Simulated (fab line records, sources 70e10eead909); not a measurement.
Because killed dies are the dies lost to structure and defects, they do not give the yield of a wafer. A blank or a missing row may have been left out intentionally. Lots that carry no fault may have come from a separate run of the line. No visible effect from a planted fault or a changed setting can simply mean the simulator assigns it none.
What tool caused it?    flow nand harc    Sampling: 12 lots, 36 wafers, 5 of 1302 route steps

WHAT THE GAUGES READ, wafer by wafer
NHARC_END_SORT_01. Usual: killed at array 57, standard deviation 17; killed at other 0.5, standard deviation 0.82; killed at periphery 4.0, standard deviation 2.8; killed dies 61, standard deviation 18; killed open 2.9, standard deviation 2; killed short 2.3, standard deviation 1.7.
lot   measured      on         killed at array  killed at other  killed at periphery  killed dies  killed open  killed short  flag
L794  day 30 14:07  prober-01  43 45 60         0 0 1            2 3 3                45 48 64     5 2 5        5 4 4         

EACH LOT AND THE TOOL THAT RAN IT (in order: tool; ch and the chambers of the sampled wafers; start)
lot   NHARC_A_STAIRCASE_HM_DEP_462   NHARC_A_STAIRCASE_HM_OPEN_463                  NHARC_A_STAIRCASE_STRIP_316                    NHARC_A_STAIRCASE_DEP_325
L780  acl dep-03 ch 0, day 17 10:25  rie diel-10 ch 0,2,3, day 18 22:36 or earlier  rie diel-10 ch 0,2,3, day 18 22:36 or earlier  pecvd-03 ch 0,1,2, day 18 22:36
L782  acl dep-01 ch 0, day 18 11:49  rie diel-07 ch 1,2, day 20 06:53 or earlier    rie diel-07 ch 0,2, day 20 06:53 or earlier    pecvd-03 ch 1,2, day 20 06:53
L784  acl dep-01 ch 0, day 18 19:30  rie diel-08 ch 0,1,2, day 20 06:52 or earlier  rie diel-08 ch 0,1,2, day 20 06:52 or earlier  pecvd-02 ch 1,2, day 20 06:52
L783  acl dep-03 ch 0, day 18 22:13  rie diel-10 ch 0,1,2, day 20 11:08 or earlier  rie diel-10 ch 0,1, day 20 11:08 or earlier    pecvd-02 ch 0,1, day 20 11:08
L786  acl dep-02 ch 0, day 20 04:58  rie diel-10 ch 0,2,3, day 21 20:18 or earlier  rie diel-10 ch 0,1,3, day 21 20:18 or earlier  pecvd-03 ch 0,1, day 21 20:18
L785  acl dep-01 ch 0, day 20 05:23  rie diel-08 ch 2,3, day 21 20:36 or earlier    rie diel-08 ch 1,2, day 21 20:36 or earlier    pecvd-04 ch 0,1,2, day 21 20:36
L793  acl dep-01 ch 0, day 23 07:28  rie diel-10 ch 0,1, day 24 17:52 or earlier    rie diel-10 ch 0,1,3, day 24 17:52 or earlier  pecvd-04 ch 1,2, day 24 17:52
L794  acl dep-02 ch 0, day 23 11:04  rie diel-08 ch 0,1,2, day 24 17:11 or earlier  rie diel-08 ch 0,1,3, day 24 17:11 or earlier  pecvd-04 ch 1,2, day 24 17:11
L796  acl dep-03 ch 0, day 23 13:58  rie diel-08 ch 0,1,3, day 24 17:34 or earlier  rie diel-08 ch 0,1,2, day 24 17:34 or earlier  pecvd-03 ch 0,2, day 24 17:34
L795  acl dep-03 ch 0, day 23 17:34  rie diel-07 ch 0,1,2, day 25 03:28 or earlier  rie diel-07 ch 0,2,3, day 25 03:28 or earlier  pecvd-02 ch 1,2, day 25 03:28
L797  acl dep-01 ch 0, day 24 13:13  rie diel-10 ch 1,2,3, day 26 00:05 or earlier  rie diel-10 ch 0,1,2, day 26 00:05 or earlier  pecvd-03 ch 0,1, day 26 00:05
L800  acl dep-01 ch 0, day 26 10:31  rie diel-10 ch 0,1,2, day 27 22:17 or earlier  rie diel-10 ch 0,1,2, day 27 22:17 or earlier  pecvd-04 ch 0,1, day 27 22:17
- NHARC_A_STAIRCASE_HM_DEP_462: deposits aC, target thk 800 nm.
- NHARC_A_STAIRCASE_HM_OPEN_463: chemistry O2/COS.
- NHARC_A_STAIRCASE_STRIP_316: strips in O2.
- NHARC_A_STAIRCASE_DEP_325: deposits SiO2, target thk 7200 nm.

WHAT THE TOOLS THEMSELVES READ (means of the sampled wafers that have a number; where no wafer has one, the mark that the record gives instead)
NHARC_A_STAIRCASE_HM_DEP_462. Usual: throttle valve pct 35.000 %, standard deviation 0.0088.
lot   tool        throttle valve pct (%)  flag
L780  acl dep-03  35.000                  
L782  acl dep-01  35.005                  
L784  acl dep-01  34.998                  
L783  acl dep-03  35.001                  
L786  acl dep-02  34.994                  
L785  acl dep-01  35.003                  
L793  acl dep-01  34.998                  
L794  acl dep-02  35.003                  
L796  acl dep-03  35.007                  
L795  acl dep-03  35.005                  
L797  acl dep-01  34.997                  
L800  acl dep-01  34.998                  

NHARC_A_STAIRCASE_HM_OPEN_463. Usual: drypump motor current A 5.8 A, standard deviation 0.44; o2 flow sccm 400.0 sccm, standard deviation 1.2; oes product au 1.003 a.u., standard deviation 0.011; rf vpp V 467 V, standard deviation 3.2; showerhead plenum p Torr 3.10 Torr, standard deviation 0.15; throttle valve pct 28.331 %, standard deviation 0.0091.
lot   tool         drypump motor current A (A)  o2 flow sccm (sccm)  oes product au (a.u.)  rf vpp V (V)  showerhead plenum p Torr (Torr)  throttle valve pct (%)  flag
L780  rie diel-10  5.5                          400.2                0.997                  464           2.98                             28.321                  
L782  rie diel-07  5.6                          399.4                0.990                  470           3.26                             28.330                  
L784  rie diel-08  6.4                          399.6                1.009                  469           3.20                             28.333                  
L783  rie diel-10  5.5                          402.1                1.007                  465           3.03                             28.339                  
L786  rie diel-10  5.5                          399.7                1.009                  464           2.97                             28.334                  
L785  rie diel-08  6.0                          399.5                1.003                  466           3.08                             28.330                  
L793  rie diel-10  5.4                          399.8                1.010                  464           3.04                             28.321                  
L794  rie diel-08  6.4                          399.6                1.010                  469           3.19                             28.338                  
L796  rie diel-08  6.1                          400.5                1.008                  466           3.10                             28.331                  
L795  rie diel-07  5.8                          401.3                0.995                  468           3.14                             28.325                  
L797  rie diel-10  5.5                          400.1                1.006                  465           3.00                             28.338                  
L800  rie diel-10  5.5                          399.2                1.003                  468           3.15                             28.331                  

NHARC_A_STAIRCASE_STRIP_316. Usual: drypump motor current A 5.8 A, standard deviation 0.44; o2 flow sccm 500.1 sccm, standard deviation 1.5; oes product au 1.003 a.u., standard deviation 0.011; rf vpp V 57.7 V, standard deviation 0.94; showerhead plenum p Torr 3.49 Torr, standard deviation 0.16; throttle valve pct 17.035 %, standard deviation 0.0099.
lot   tool         drypump motor current A (A)  o2 flow sccm (sccm)  oes product au (a.u.)  rf vpp V (V)  showerhead plenum p Torr (Torr)  throttle valve pct (%)  flag
L780  rie diel-10  5.5                          500.5                1.010                  56.8          3.37                             17.026                  
L782  rie diel-07  6.1                          501.4                0.989                  58.0          3.47                             17.024                  
L784  rie diel-08  6.4                          499.6                1.015                  57.6          3.62                             17.025                  
L783  rie diel-10  5.4                          498.7                1.010                  57.6          3.50                             17.040                  
L786  rie diel-10  5.4                          499.0                1.000                  57.9          3.44                             17.040                  
L785  rie diel-08  6.5                          498.5                1.020                  58.1          3.59                             17.033                  
L793  rie diel-10  5.4                          500.0                1.007                  57.1          3.42                             17.033                  
L794  rie diel-08  6.1                          500.4                1.003                  57.2          3.51                             17.028                  
L796  rie diel-08  6.4                          501.4                1.009                  58.3          3.60                             17.035                  
L795  rie diel-07  5.9                          499.6                0.999                  57.7          3.47                             17.043                  
L797  rie diel-10  5.4                          500.5                1.005                  57.4          3.40                             17.027                  
L800  rie diel-10  5.5                          500.4                0.996                  58.5          3.57                             17.025                  

NHARC_A_STAIRCASE_DEP_325. Usual: heater power w 626 W, standard deviation 67; mfc precursor sccm 200.0 sccm, standard deviation 0.55.
lot   tool      heater power w (W)  mfc precursor sccm (sccm)  flag
L780  pecvd-03  555                 199.9                      
L782  pecvd-03  638                 200.3                      
L784  pecvd-02  617                 199.8                      
L783  pecvd-02  608                 200.7                      
L786  pecvd-03  635                 199.5                      
L785  pecvd-04  586                 200.0                      
L793  pecvd-04  599                 272.1                      OFF
L794  pecvd-04  644                 272.2                      OFF
L796  pecvd-03  599                 200.5                      
L795  pecvd-02  607                 200.3                      
L797  pecvd-03  630                 200.1                      
L800  pecvd-04  659                 199.9                      

THE ANSWER, worked out from the rows above alone
Rule: lot off if the mean of its wafers having a number is beyond 3 standard deviations from the usual mean. A lot without any number at a reading at which 4 lots or more have one is off too. Where the step has rows for the other lots, those lots are counted as sound. After the gauges, taken in route order, come the tools' own readings; for these a lot's mean is taken, as printed above. At the first step where some lot is off, the reading lying furthest off is the one used; lots without a number count as furthest.
Off at NHARC_A_STAIRCASE_DEP_325 (mfc precursor sccm): L793, L794.
If a tool, at that step or one of the process steps before it, ran each lot that is off and ran no sound lot following the first of them, it fits. NHARC_A_STAIRCASE_HM_OPEN_463 gives no start for some lots, so the hours and the order of its lots are those of NHARC_A_STAIRCASE_DEP_325. NHARC_A_STAIRCASE_STRIP_316 gives no start for some lots, so the hours and the order of its lots are those of NHARC_A_STAIRCASE_DEP_325. No candidate that was tried fits.

WHAT THE SIMULATOR PUT IN
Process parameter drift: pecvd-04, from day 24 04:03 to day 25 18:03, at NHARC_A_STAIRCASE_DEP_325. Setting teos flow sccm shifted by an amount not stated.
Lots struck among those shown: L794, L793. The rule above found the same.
